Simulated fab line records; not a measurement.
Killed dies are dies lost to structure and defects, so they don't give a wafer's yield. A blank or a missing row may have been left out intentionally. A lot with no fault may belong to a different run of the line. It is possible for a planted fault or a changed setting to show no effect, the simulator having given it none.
fab line records	flow n5-finfet
[record] lots = 7	wafers = 21	last-day = 16
route steps=1938 shown BEOL_M0@731 BEOL_M1@751 BEOL_M4@1111 PASSIVATION@1936
lots that met no fault: from a run of the same line without faults
start-h: hours from the record's first day to the start of the lot's first wafer shown	wait-h: hours since the lot's step before	" repeats the value in the row above	L1.1+2: several wafers, shown together as one row	- value missing, or start not given	* or withheld: withheld	< > ~ a bound
route shown NAME@n: a module of which the file shows steps, and the number in the route of the first	usual: mean and standard deviation over wafers with no fault	same: alike in all rows	chamber/n: place in a boat	sites: each site's reading	_std_site: their standard deviation	_edge_site: inner sites' mean taken away from outer sites' mean	radius-mm: how far each site lies from the wafer's centre	mask NAME#n: copy n	behind: the last tool/chamber to shape the wafer	hold: the reason the lot was held/the length of the hold in hours/how it ended	device: the n, p or np transistor that did not switch	end of line: the same wafers' tests at the end of the route	a step given without rows: its recipe and nothing more	killed: at the first sort, the dies lost to defects and structure; wafer yield is something else	map: shows each die of a wafer: x if killed, . if not, _ if none is there
set.NAME: the setting the step ran with; set.NAME@STEP: the setting that earlier step ran with	model.NAME: the simulator's own value behind a step, which no gauge read
a table for each step, a row for each wafer; lots at some steps of the route
services: when a tool's chamber went out of use (start-h, in hours from the record's first day, below 0 if earlier), for how many hours, and the reason
[[steps]]
[step N5_BEOL_M0_ALD_136]
[recipe] material = TaN	target-thk-a = *	temp-c = 275	ald-precursor-family = PDMAT	ald-co-reactant = NH3	pressure-torr = 3	carrier-flow-sccm = 1500	pulse-time-s = 2	purge-time-s = 3	co-reactant-purge-time-s = 2	co-reactant-pulse-time-s = 3	ald-cycles = 30	precursor-vessel-temp-c = 75	precursor-vessel-pressure-torr = 26.25	precursor-vessel-carrier-sccm = 1000
[usual] chamber-pressure-Torr = 3.001/0.0059	heater-power-w = 424/49	precursor-vessel-temp-c = 74.99/0.12
[same] co-reactant-pulse-time-s = 3
lot.wafer	tool	chamber	start-h	wait-h	chamber-pressure-Torr	heater-power-w	precursor-vessel-temp-c
L274.2	ald-metal-03	2	128.96	0.0	3.004	422	75.26
L274.4	"	1	"	"	3.001	427	74.96
L274.6	"	1	"	"	3.002	431	74.69
L281.1	ald-metal-04	0	168.82	0.0	2.998	389	75.03
L281.3	"	3	"	"	3.000	508	74.92
L281.6	"	2	"	"	3.008	393	74.95
L284.4	ald-metal-01	0	191.63	0.1	2.995	383	75.13
L284.5	"	2	"	"	3.003	473	74.91
L284.6	"	1	"	"	2.994	438	74.94
L285.1	ald-metal-01	2	194.61	0.2	2.997	478	74.88
L285.5	"	0	"	"	2.995	366	74.94
L285.6	"	3	"	"	3.003	435	75.06
L287.2	ald-metal-04	3	211.42	0.0	2.999	504	74.99
L287.3	"	0	"	"	2.996	391	75.04
L287.6	"	2	"	"	3.005	408	74.96
L291.4	ald-metal-03	0	225.03	0.1	2.996	331	74.87
L291.5	"	3	"	"	3.001	418	75.04
L291.6	"	2	"	"	3.004	427	75.13
L292.2	ald-metal-03	1	233.48	0.1	2.996	436	75.08
L292.5	"	0	"	"	2.998	330	74.97
L292.6	"	1	"	"	2.991	425	75.02
[step N5_BEOL_M0_SURFACE_TREAT_137]
[recipe] gas = Ar	time-s = *	ion-energy-ev = *	ion-current-ma-cm2 = 0.5	pressure-mtorr = *	ar-flow-sccm = 30
[step N5_BEOL_M0_CVD_115]
[recipe] material = Co	target-thk-a = *	temp-c = withheld	precursor = CCTBA/H2	pressure-torr = 30	time-s = 120
[step N5_BEOL_M0_SPUTTER_116]
[recipe] material = Cu	target-thk-a = 40	temp-c = -20	chamber-pressure-pa = 0.07	power-w = withheld	time-s = 7.37
[step N5_BEOL_M0_ANNEAL_117]
[recipe] temp-c = 400	time-s = 60	ambient = vacuum
[usual] heater-power-w = 850/59
[same] time-s = 60
lot.wafer	tool	chamber	start-h	wait-h	heater-power-w
L274.2	pvd-sputter-01	-	131.37	0.0	870
L274.4	"	-	"	"	756
L274.6	"	-	"	"	913
L281.1	pvd-sputter-01	-	171.32	0.0	841
L281.3	"	-	"	"	780
L281.6	"	-	"	"	767
L284.4	pvd-sputter-01	-	192.31	0.0	793
L284.5	"	-	"	"	802
L284.6	"	-	"	"	871
L285.1	pvd-sputter-02	-	195.27	0.0	870
L285.5	"	-	"	"	774
L285.6	"	-	"	"	847
L287.2	pvd-sputter-03	-	212.01	0.0	823
L287.3	"	-	"	"	883
L287.6	"	-	"	"	886
L291.4	pvd-sputter-02	-	228.56	0.0	799
L291.5	"	-	"	"	787
L291.6	"	-	"	"	792
L292.2	pvd-sputter-03	-	234.25	0.0	897
L292.5	"	-	"	"	823
L292.6	"	-	"	"	726
[step N5_BEOL_M0_SPUTTER_132]
[recipe] material = Cu	target-thk-a = 40	temp-c = -20	chamber-pressure-pa = 0.07	power-w = withheld	time-s = 7.37
[step N5_BEOL_M0_ANNEAL_133]
[recipe] temp-c = 400	time-s = 60	ambient = vacuum
[step N5_BEOL_M0_SPUTTER_134]
[recipe] material = Cu	target-thk-a = 40	temp-c = -20	chamber-pressure-pa = 0.07	power-w = withheld	time-s = 7.37
[usual] throttle-valve-pct = 29.6/0.89
[same] time-s = 7.37
lot.wafer	tool	chamber	start-h	wait-h	throttle-valve-pct
L274.2	pvd-sputter-01	-	131.53	0.0	28.7
L274.4	"	-	"	"	30.1
L274.6	"	-	"	"	28.5
L281.1	pvd-sputter-01	-	171.48	0.0	28.8
L281.3	"	-	"	"	30.2
L281.6	"	-	"	"	30.2
L284.4	pvd-sputter-01	-	192.47	0.0	30.5
L284.5	"	-	"	"	30.1
L284.6	"	-	"	"	30.5
L285.1	pvd-sputter-02	-	195.43	0.0	30.5
L285.5	"	-	"	"	29.5
L285.6	"	-	"	"	30.0
L287.2	pvd-sputter-03	-	212.17	0.0	30.6
L287.3	"	-	"	"	28.5
L287.6	"	-	"	"	28.6
L291.4	pvd-sputter-02	-	228.72	0.0	30.9
L291.5	"	-	"	"	29.7
L291.6	"	-	"	"	30.5
L292.2	pvd-sputter-03	-	234.41	0.0	28.3
L292.5	"	-	"	"	29.2
L292.6	"	-	"	"	30.8
[step N5_BEOL_M0_ANNEAL_135]
[recipe] temp-c = 400	time-s = 60	ambient = vacuum
[step N5_BEOL_M0_SPUTTER_141]
[recipe] material = Cu	target-thk-a = 40	temp-c = -20	chamber-pressure-pa = 0.07	power-w = withheld	time-s = 7.37
[usual] throttle-valve-pct = 29.6/0.89
[same] time-s = 7.37
lot.wafer	tool	chamber	start-h	wait-h	throttle-valve-pct
L274.2	pvd-sputter-01	-	131.65	0.0	28.9
L274.4	"	-	"	"	30.0
L274.6	"	-	"	"	27.9
L281.1	pvd-sputter-01	-	171.60	0.0	28.6
L281.3	"	-	"	"	30.0
L281.6	"	-	"	"	30.3
L284.4	pvd-sputter-01	-	192.59	0.0	30.0
L284.5	"	-	"	"	30.0
L284.6	"	-	"	"	30.1
L285.1	pvd-sputter-02	-	195.55	0.0	30.2
L285.5	"	-	"	"	29.7
L285.6	"	-	"	"	30.2
L287.2	pvd-sputter-03	-	212.29	0.0	30.4
L287.3	"	-	"	"	28.6
L287.6	"	-	"	"	28.7
L291.4	pvd-sputter-02	-	228.84	0.0	30.8
L291.5	"	-	"	"	29.8
L291.6	"	-	"	"	30.7
L292.2	pvd-sputter-03	-	234.53	0.0	28.6
L292.5	"	-	"	"	29.1
L292.6	"	-	"	"	30.9
[step N5_BEOL_M0_ECD_118]
[recipe] material = Cu	target-thk-a = 3000
[step N5_BEOL_M0_ANNEAL_119]
[recipe] temp-c = 225	time-s = 90	ambient = N2
[usual] wafer_temp_C_max = 226.0/0.42
[same] time-s = 90
lot.wafer	tool	chamber	start-h	wait-h	wafer_temp_C_max
L274.2	rtp-anneal-02	0	131.89	0.1	225.6
L274.4	"	0	"	"	225.7
L274.6	"	0	"	"	225.5
L281.1	rtp-anneal-01	0	171.79	0.1	226.0
L281.3	"	0	"	"	226.4
L281.6	"	0	"	"	226.2
L284.4	rtp-anneal-02	0	192.92	0.2	225.1
L284.5	"	0	"	"	225.3
L284.6	"	0	"	"	225.7
L285.1	rtp-anneal-02	0	195.75	0.1	225.3
L285.5	"	0	"	"	225.8
L285.6	"	0	"	"	225.7
L287.2	rtp-anneal-01	0	212.53	0.1	226.5
L287.3	"	0	"	"	226.2
L287.6	"	0	"	"	226.5
L291.4	rtp-anneal-01	0	229.17	0.2	226.5
L291.5	"	0	"	"	226.7
L291.6	"	0	"	"	226.7
L292.2	rtp-anneal-02	0	234.79	0.1	225.9
L292.5	"	0	"	"	225.8
L292.6	"	0	"	"	225.8
[step N5_BEOL_M0_CMP_120]
[recipe] stop-on = SiOC	t-overpolish-s = 6.9	down-force-psi = 1	platen-rpm = 50	clearing-platen-down-force-psi = 1.5	clearing-platen-rpm = 50	post-cmp-clean = cu-alkaline	clearing-platen-pad-velocity-m-s = 0.99484	pad-velocity-m-s = 0.99484
[usual] barrier-field-endpoint-s = 3.58/0.15	edge-zone-pressure-frac = 0.999/0.0054	motor-current-A = 5.9/0.79	overpolish-run-s = 6.902/0.0095	retaining-ring-pressure-frac = 1.000/0.005	time-to-endpoint-s = 61/3.8
lot.wafer	tool	chamber	start-h	wait-h	barrier-field-endpoint-s	edge-zone-pressure-frac	motor-current-A	overpolish-run-s	retaining-ring-pressure-frac	time-to-endpoint-s
L274.2	cmp-04	0	132.38	0.4	3.36	0.993	6.2	6.902	0.997	63
L274.4	"	1	"	"	3.38	0.996	4.3	6.894	0.998	62
L274.6	"	3	"	"	3.29	1.000	5.8	6.899	1.001	55
L281.3	cmp-04	0	172.17	0.2	3.63	1.004	5.8	6.900	0.997	61
L281.1	"	1	"	"	3.61	0.990	4.5	6.885	0.998	61
L281.6	"	2	"	"	3.74	1.001	5.7	6.913	1.001	58
L284.4	cmp-01	3	193.13	0.2	3.75	1.001	5.2	6.900	1.004	67
L284.5	"	3	"	"	3.74	0.998	5.1	6.907	1.003	65
L284.6	"	0	"	"	3.80	0.999	6.2	6.921	1.001	62
L285.1	cmp-01	0	196.10	0.3	3.80	1.000	6.2	6.909	0.992	63
L285.6	"	3	"	"	3.62	0.997	5.0	6.894	0.996	65
L285.5	"	0	"	"	3.66	0.992	6.3	6.882	1.005	66
L287.3	cmp-01	1	212.78	0.2	3.44	1.002	6.4	6.899	1.000	58
L287.2	"	3	"	"	3.54	0.994	5.2	6.895	0.997	63
L287.6	"	1	"	"	3.55	1.008	6.7	6.916	0.998	58
L291.4	cmp-01	0	229.45	0.2	3.42	0.993	6.3	6.899	1.007	63
L291.6	"	1	"	"	3.54	1.001	6.6	6.901	1.000	59
L291.5	"	2	"	"	3.39	1.000	4.9	6.891	0.992	54
L292.2	cmp-01	3	236.30	1.5	3.47	0.990	5.2	6.898	0.994	62
L292.6	"	1	"	"	3.39	1.004	6.5	6.902	0.994	55
L292.5	"	2	"	"	3.29	0.987	4.8	6.902	1.006	53
[step N5_BEOL_M0_PRE_CLEAN_131]
[recipe] gas = NH3/H2	time-s = 15	temp-c = *	rf-power-w = 300
[step N5_BEOL_M0_CO_CAP_123]
[recipe] material = Co	target-thk-a = 20	temp-c = 200	precursor = CCTBA/H2	pressure-torr = 30	time-s = 102.1
[step N5_BEOL_M0_PRE_CLEAN_124]
[recipe] gas = NH3	time-s = 15	temp-c = withheld	rf-power-w = 300
[step N5_BEOL_M0_DEP_125]
[recipe] material = SiCN	target-thk-a = 80	temp-c = withheld	precursor = 3MS/NH3	pressure-torr = 3	rf-w = 202	time-s = 14
[step N5_BEOL_M0_INSPECT_127]
[recipe] inspect-instrument = darkfield	mode = post-dep
[usual] raw-defect-count = 65/20
lot.wafer	tool	chamber	start-h	wait-h	raw-defect-count
L274.2	defect-inspect-01	-	133.02	0.0	48
L274.4	"	-	"	"	65
L274.6	"	-	"	"	84
L281.1	defect-inspect-02	-	172.67	0.0	57
L281.3	"	-	"	"	62
L281.6	"	-	"	"	40
L284.4	defect-inspect-01	-	193.81	0.0	40
L284.5	"	-	"	"	49
L284.6	"	-	"	"	53
L285.1	defect-inspect-01	-	196.64	0.0	83
L285.5	"	-	"	"	60
L285.6	"	-	"	"	73
L287.2	defect-inspect-02	-	213.42	0.0	302
L287.3	"	-	"	"	290
L287.6	"	-	"	"	283
L291.4	defect-inspect-01	-	229.92	0.0	338
L291.5	"	-	"	"	334
L291.6	"	-	"	"	307
L292.2	defect-inspect-01	-	237.03	0.0	341
L292.5	"	-	"	"	310
L292.6	"	-	"	"	326
[step N5_BEOL_M1_ILD_DEP_00]
[recipe] material = SiOC	target-thk-a = 790	temp-c = 350	precursor = DEMS/O2	pressure-torr = 5	rf-w = 500	time-s = 15.3
[step N5_BEOL_M4_RC_MEAS_101]
[usual] DIBL_N = 36.0/2.5	DIBL_P = 36.2/3	IOFF_N = 0.16/0.044	IOFF_P = 0.21/0.049	ION_N = 671/15	ION_P = 461/8.7	SS_N = 71.5/0.72	SS_P = 73.4/0.9	VT_N = 251/4.4	VT_P = -250/4
lot.wafer	tool	chamber	start-h	wait-h	DIBL_N[mV/V]	DIBL_P[mV/V]	IOFF_N[nA/um]	IOFF_P[nA/um]	ION_N[uA/um]	ION_P[uA/um]	SS_N[mV/dec]	SS_P[mV/dec]	VT_N[mV]	VT_P[mV]
L274.2	prober-02	0	189.40	0.8	29.5	30.2	0.08	0.13	638	444	70.2	71.6	261	-259
L274.4	"	0	"	"	31.8	32.8	0.10	0.14	651	447	71.0	72.9	258	-258
L274.6	"	0	"	"	34.0	36.0	0.12	0.18	647	447	71.3	73.2	257	-257
L281.1	prober-01	0	222.53	0.0	38.7	38.9	0.19	0.24	689	472	72.0	75.0	250	-251
L281.3	"	0	"	"	31.1	28.8	0.08	0.11	635	434	70.0	71.6	260	-260
L281.6	"	0	"	"	39.4	39.3	0.20	0.25	676	463	72.0	75.2	248	-250
L284.4	prober-02	0	252.35	0.5	35.2	34.6	0.13	0.18	665	453	71.1	72.8	252	-253
L284.5	"	0	"	"	34.5	33.7	0.12	0.16	666	456	71.1	71.6	255	-253
L284.6	"	0	"	"	35.7	34.2	0.14	0.16	659	451	71.3	72.6	253	-256
L285.1	prober-02	0	260.71	0.0	39.9	37.9	0.20	0.24	672	462	72.0	74.2	244	-251
L285.5	"	0	"	"	34.0	31.6	0.10	0.15	673	464	71.2	72.5	256	-255
L285.6	"	0	"	"	38.8	38.2	0.17	0.26	666	466	72.1	75.0	248	-248
L287.2	prober-01	0	276.84	0.2	37.9	39.9	0.19	0.25	694	472	71.8	74.0	245	-248
L287.3	"	0	"	"	37.0	38.0	0.18	0.21	679	460	71.5	74.1	246	-252
L287.6	"	0	"	"	34.7	34.5	0.12	0.16	667	456	71.2	72.4	253	-253
L291.4	prober-01	0	286.28	0.5	35.8	37.2	0.17	0.23	678	467	72.0	73.5	249	-246
L291.5	"	0	"	"	35.5	35.5	0.18	0.22	682	469	71.5	73.4	249	-249
L291.6	"	0	"	"	34.7	35.6	0.14	0.21	664	457	70.9	73.2	252	-249
L292.2	prober-01	0	286.90	0.6	33.0	32.5	0.11	0.17	652	453	70.0	71.8	252	-254
L292.5	"	0	"	"	33.3	33.4	0.11	0.17	665	464	71.3	71.8	255	-254
L292.6	"	0	"	"	36.1	34.9	0.15	0.19	668	453	72.4	72.9	252	-252
[step N5_PASSIVATION_PROBE_49]
[usual] defect-limited-yield = 91.7/1.4	killed_at_M0_to_M3 = 31/11	killed_at_M4_up = 13/4.6	killed-at-contacts = 13/6.7	killed-at-front-end = 39/9.6	killed-at-other = 3.5/2.8	killed-dies = 98/16	killed-on-rim = 13/4.2	killed-open = 64/11	killed-short = 33/8.5	sort_bin_5_function = 4.9/0.96	sort_bin_6_memory = 3.1/0.59	sort_bin_8_speed = 0.2/1.3	sort-n-pass = 1080/23
[same] gross-dies = 1180	killed-at-back-side = 0	sort_bin_4_leakage[%] = 0
lot.wafer	tool	chamber	start-h	wait-h	defect-limited-yield[%]	killed_at_M0_to_M3	killed_at_M4_up	killed-at-contacts	killed-at-front-end	killed-at-other	killed-dies	killed-on-rim	killed-open	killed-short	sort_bin_5_function[%]	sort_bin_6_memory[%]	sort_bin_8_speed[%]	sort-n-pass
L274.2	prober-01	-	301.91	0.2	90.3	31	17	9	55	3	115	14	74	37	4.7	4.7	2.5	1035
L274.4	prober-01	-	302.01	0.3	92.5	14	11	1	58	5	89	7	63	26	4.1	3.4	0	1091
L274.6	prober-01	-	302.11	0.4	93.5	18	13	13	32	1	77	9	50	27	3.7	2.5	0	1103
L281.1	prober-01	-	337.31	0.0	92.1	17	13	6	47	10	93	14	69	22	4.9	2.8	0	1087
L281.3	prober-01	-	337.41	0.1	93.4	18	17	4	35	4	78	15	46	30	3.4	3.1	4.7	1046
L281.6	prober-01	-	337.56	0.3	90.8	26	16	8	50	8	108	9	61	43	5.8	3.1	0	1072
L285.1	prober-01	-	362.21	0.0	91.5	30	11	21	33	5	100	15	66	34	5.1	3.2	0	1080
L285.5	prober-01	-	362.41	0.2	92.8	22	14	13	36	0	85	7	59	26	4.5	2.5	0	1095
L285.6	prober-01	-	362.46	0.3	93.1	24	9	17	31	0	81	12	58	23	4.2	2.4	0	1099
L287.2	prober-01	-	377.99	0.1	73.2	254	13	25	22	2	316	35	71	36	16.4	9.2	0	864
L287.3	prober-01	-	378.04	0.1	75.4	239	12	12	22	5	290	35	54	27	15.7	7.6	0	890
L287.6	prober-01	-	378.19	0.3	76.9	220	10	13	26	4	273	33	40	29	13.5	8.2	0	907
L291.4	prober-02	-	388.06	0.2	74.7	241	9	2	39	8	299	38	57	29	15.3	8.6	0	881
L291.5	prober-02	-	388.11	0.2	76.8	221	9	11	29	4	274	38	60	23	13.1	8.9	0	906
L291.6	prober-02	-	388.16	0.3	75.4	235	9	17	18	11	290	36	55	25	14.9	7.8	0	890
L292.2	prober-02	-	393.09	0.1	74.3	245	7	13	32	6	303	41	59	35	16.1	8.2	0	877
L292.5	prober-02	-	393.24	0.2	74.9	237	11	15	29	4	296	32	52	31	14.3	9.0	0	884
L292.6	prober-02	-	393.29	0.3	74.6	234	12	20	30	4	300	40	54	28	14.0	9.9	0	880
// killed by level:class
L274.2 STI_FIN_REVEAL:geometric-particle:open=21 BEOL_M0_SAQP:geometric-particle:short=8 BEOL_M1:geometric-particle:open=8 MOL_CONTACT_COAG:geometric-particle:open=7 BEOL_M3:geometric-particle:open=7 BEOL_M4:geometric-particle:open=7 FIN_SAQP:geometric-particle:open=6 FIN_SAQP:geometric-particle:short=6
L274.4 STI_FIN_REVEAL:geometric-particle:open=28 FIN_SAQP:geometric-particle:open=10 STI_FIN_REVEAL:geometric-particle:short=8 BEOL_M1:geometric-particle:open=6 BEOL_M4:geometric-particle:open=5 DUMMY_GATE:geometric-particle:open=4 GATE_CUT:geometric-particle:short=4 BEOL_M1:geometric-particle:short=2
L274.6 MOL_CONTACT_COAG:geometric-particle:open=12 STI_FIN_REVEAL:geometric-particle:open=9 STI_FIN_REVEAL:geometric-particle:short=8 FIN_SAQP:geometric-particle:short=4 ILD0:geometric-particle:open=4 BEOL_M1:geometric-particle:open=4 BEOL_M3:geometric-particle:open=4 BEOL_M4:geometric-particle:open=4
L281.1 STI_FIN_REVEAL:geometric-particle:open=15 BEOL_M4:geometric-particle:open=9 FIN_SAQP:geometric-particle:open=7 MIM_TOP:geometric-particle:open=6 MOL_CONTACT_COAG:geometric-particle:open=5 STARTING-WAFER:geometric-particle:open=5 FIN_SAQP:geometric-particle:short=4 BEOL_M0_SAQP:geometric-particle:open=4
L281.3 GATE_CUT:geometric-particle:short=11 BEOL_M4:geometric-particle:open=9 STI_FIN_REVEAL:geometric-particle:open=6 GATE_CUT:geometric-particle:open=4 BEOL_M0_SAQP:geometric-particle:short=4 BEOL_M3:geometric-particle:open=4 STARTING-WAFER:geometric-particle:open=4 FIN_SAQP:geometric-particle:short=3
L281.6 GATE_CUT:geometric-particle:short=13 BEOL_M2:geometric-particle:open=7 BEOL_M3:geometric-particle:open=7 GATE_CUT:geometric-particle:open=6 BEOL_M4:geometric-particle:open=6 FIN_SAQP:geometric-particle:short=5 STI_FIN_REVEAL:geometric-particle:open=5 MOL_CONTACT_COAG:geometric-particle:open=5
L285.1 MOL_CONTACT_COAG:geometric-particle:open=16 FIN_SAQP:geometric-particle:short=7 BEOL_M2:geometric-particle:open=7 STI_FIN_REVEAL:geometric-particle:open=6 BEOL_M0_SAQP:geometric-particle:open=6 BEOL_M0_SAQP:geometric-particle:short=6 FIN_SAQP:geometric-particle:open=5 MOL_CONTACT_COAG:geometric-particle:short=5
L285.5 MOL_CONTACT_COAG:geometric-particle:open=12 STI_FIN_REVEAL:geometric-particle:open=9 BEOL_M4:geometric-particle:open=8 BEOL_M0_SAQP:geometric-particle:short=8 BEOL_M2:geometric-particle:open=7 FIN_SAQP:geometric-particle:open=7 FIN_SAQP:geometric-particle:short=6 DUMMY_GATE:geometric-particle:open=4
L285.6 MOL_CONTACT_COAG:geometric-particle:open=16 BEOL_M2:geometric-particle:open=8 FIN_SAQP:geometric-particle:open=6 STI_FIN_REVEAL:geometric-particle:open=6 FIN_SAQP:geometric-particle:short=4 BEOL_M0_SAQP:geometric-particle:open=4 STARTING-WAFER:geometric-particle:short=3 BEOL_M8:geometric-particle:open=3
L287.2 BEOL_M0:unspecified=209 MOL_CONTACT_COAG:geometric-particle:open=22 BEOL_M2:geometric-particle:open=15 BEOL_M0_SAQP:geometric-particle:short=12 BEOL_M0_SAQP:geometric-particle:open=9 FIN_SAQP:geometric-particle:short=6 FIN_SAQP:geometric-particle:open=5 BEOL_M2:geometric-particle:short=4
L287.3 BEOL_M0:unspecified=209 BEOL_M2:geometric-particle:open=11 MOL_CONTACT_COAG:geometric-particle:open=10 BEOL_M4:geometric-particle:open=7 FIN_SAQP:geometric-particle:short=4 BEOL_M0_SAQP:geometric-particle:open=4 BEOL_M1:geometric-particle:open=4 FIN_SAQP:geometric-particle:open=3
L287.6 BEOL_M0:unspecified=204 MOL_CONTACT_COAG:geometric-particle:open=8 DUMMY_GATE:geometric-particle:open=5 MOL_CONTACT_COAG:geometric-particle:short=5 FIN_SAQP:geometric-particle:short=4 GATE_CUT:geometric-particle:short=4 BEOL_M2:geometric-particle:open=3 BEOL_M3:geometric-particle:open=3
L291.4 BEOL_M0:unspecified=212 FIN_SAQP:geometric-particle:open=9 BEOL_M3:geometric-particle:open=8 BEOL_M0_SAQP:geometric-particle:short=8 STI_FIN_REVEAL:geometric-particle:open=7 BEOL_M0_SAQP:geometric-particle:open=6 DUMMY_GATE:geometric-particle:open=5 BEOL_M4:geometric-particle:open=5
L291.5 BEOL_M0:unspecified=191 MOL_CONTACT_COAG:geometric-particle:open=10 STI_FIN_REVEAL:geometric-particle:open=9 BEOL_M3:geometric-particle:open=8 BEOL_M1:geometric-particle:open=7 BEOL_M0_SAQP:geometric-particle:short=6 BEOL_M0_SAQP:geometric-particle:open=5 FIN_SAQP:geometric-particle:short=4
L291.6 BEOL_M0:unspecified=209 MOL_CONTACT_COAG:geometric-particle:open=14 FIN_SAQP:geometric-particle:open=6 BEOL_M0_SAQP:geometric-particle:open=6 BEOL_M0_SAQP:geometric-particle:short=6 BEOL_M2:geometric-particle:open=6 BEOL_M2:geometric-particle:short=4 BEOL_M4:geometric-particle:open=4
L292.2 BEOL_M0:unspecified=208 BEOL_M0_SAQP:geometric-particle:short=12 MOL_CONTACT_COAG:geometric-particle:open=9 DUMMY_GATE:geometric-particle:open=6 BEOL_M0_SAQP:geometric-particle:open=6 BEOL_M1:geometric-particle:open=6 BEOL_M3:geometric-particle:open=5 STI_FIN_REVEAL:geometric-particle:open=4
L292.5 BEOL_M0:unspecified=212 MOL_CONTACT_COAG:geometric-particle:open=13 STI_FIN_REVEAL:geometric-particle:open=7 BEOL_M0_SAQP:geometric-particle:short=7 FIN_SAQP:geometric-particle:short=6 BEOL_M0:geometric-particle:open=6 BEOL_M0_SAQP:geometric-particle:open=5 ILD0:geometric-particle:short=3
L292.6 BEOL_M0:unspecified=217 MOL_CONTACT_COAG:geometric-particle:open=12 STI_FIN_REVEAL:geometric-particle:open=9 MOL_CONTACT_COAG:geometric-particle:short=8 GATE_CUT:geometric-particle:short=6 BEOL_M3:geometric-particle:open=4 BEOL_M4:geometric-particle:open=4 FIN_SAQP:geometric-particle:open=3
// map L287.2 (x killed, . not)
_________________....x..x.x..________________
______________...xx......xx....._____________
___________....xxx..x...x.x.x...x..__________
__________.x......x....x..x.x...xxx._________
________.x..x....xx......x..xx.x..xx.._______
_______x.x.x.x.x.x.....x.....x.....x..x______
______.xxx.x.x..x.x.x.xx......xx...x...._____
_____...x..........x...........x...x..x..____
____x.x.x.........xx.xxx........x.........___
___x....xx...xx...xx..x..xxx...xxxx...x.x..__
___x...x......x.........xx....xx..xx.x.....__
__.x.xx.xx......xx........x....x............_
__...xx.....x....x..x..x....x.x...xx.....x.x_
_x...xx..xx.x.........x..........x.x.....xx..
_x.xx.........xx.x.x.....x......x..x.....x...
_.xx.....xx.......x.x......x.x....x.x.x....xx
_.x...x.x.xx..x.x.x.x.x..x....x........x.xx.x
_.xxxxx...xxx.....x...x..x.x..x..x....xx.....
_...........x.......x.x.....xx...x..x...x.x..
_.xx.xx....x....xxxxx.x.....x....xxx.xx......
_.x.x.....xx..xx..x......x...xx....x.x.x.....
__x..xx..x..........x..x.....xxx...x.x....x._
__xx.......x.........x.....x...x..xx....xx.._
___x..xx....x......x.....xx.....xx...x...xx__
___x.x..x.x....x.........x..x..............__
____..........x...xx.x......x...x...xx..x.___
_____....xx.x.x..........x....x.x.....x..____
______......x......x.x...x.............._____
_______..x..xx...................x...x.______
________...x.xx.x.x...x..x...x.xx....._______
__________..........xx...x....xxx.x._________
___________..x.....xx..............__________
______________..........xx.....x_____________
_________________...x......x.________________
// map L291.4 (x killed, . not)
_________________......x..x.x________________
______________...x.x....x.x..x.._____________
___________x...x.x.x....xxx........__________
__________.....x......x......x..x.x._________
________.x.....x.........xx..xx....x.x_______
_______......x......xx.....x..xx.....xx______
______..x.x...x......xx..x...x.........._____
_____...x..........xx.....xx.x....x..x...____
____.......x.x....x.....x..x..........x.x.___
___.....x....x....xxx..x..xx............x.x__
___...........x...xxx...x..x..x.....x...x..__
__..x....x..x.....xx.x.x..xx...x.....xx....._
__...x..xx.x.x.......xxx..x.......x...x..xx._
_..x.x.xxx.x...x...x....xx.x..x.x.x........x.
_..xx..x.xxx.x....x...x.x.x..x.....x.......xx
_.xxx.....x.........xx.xx...x......xx........
_..x..x.......xx.x..x....x..x.x.x...x.....x..
_....xx..x..x........xx...x.x............xx..
_....x....x..x.........x.........x...x......x
_xx...x..x......x........x....x..x....x....x.
_x.xxx..x..xx..x.....x..x........x.x...x...xx
__...x...x......x..x...x.x.x......x...x....._
__..x..x...xx.xx....x..x....x....x.x...xx.x._
___.xx.xx....x.x.x............x...xx..xx...__
___..x..........x.....xx...................__
____.x.....x.x....x..x.x....xx..xx.x....x.___
_____.......xx........xx............x..x.____
______x.xx...........x...x...x.x........_____
_______xx.xx..x..x......x...x.........x______
________.x.xx........x..xxxx......x..._______
__________...........xx.xx...x.xx..._________
___________xx..x....x.........x.x..__________
______________......x...x....xx._____________
_________________.x...xx.....________________
[[services]]
tool	chamber	start-h	hours	kind
pvd-sputter-01	-	112.07	4.3	repair
cmp-01	-	129.25	7.7	pm
pvd-sputter-02	-	134.70	2.2	repair
pvd-sputter-01	-	138.71	1.8	repair
cmp-04	-	153.06	6.5	repair
ald-metal-04	-	155.73	4.3	pm
ald-metal-03	-	186.39	1.1	repair
cmp-04	-	191.48	0.5	repair
ald-metal-03	-	209.59	8.7	pm
cmp-01	-	213.14	15.0	pm
ald-metal-04	-	214.73	0.4	repair
ald-metal-04	-	220.14	1.1	repair
[[key]]
[first-sign] step = N5_BEOL_M0_INSPECT_127	reading = raw-defect-count	direction = up	sigmas = 13	usual = 65	struck = 315
[effect] step = N5_PASSIVATION_PROBE_49	reading = killed_at_M0_to_M3	direction = up	sigmas = 19	usual = 31	struck = 236
[more-kills-born-at] N5_BEOL_M0_CMP_120@cmp-01 = 1871
met-at N5_BEOL_M0_CMP_120
struck-wafers L287.2,L287.3,L287.6,L291.4,L291.5,L291.6,L292.2,L292.5,L292.6
onset-between 196.10 212.78
also-fits time
[fault] kind = chamber-particle-source	tool = cmp-01	chamber = -	onset-h = 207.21	steps = N5_BEOL_M0_CMP_120	rate-per-visit-cm2 = 0.38448	end-h = 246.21
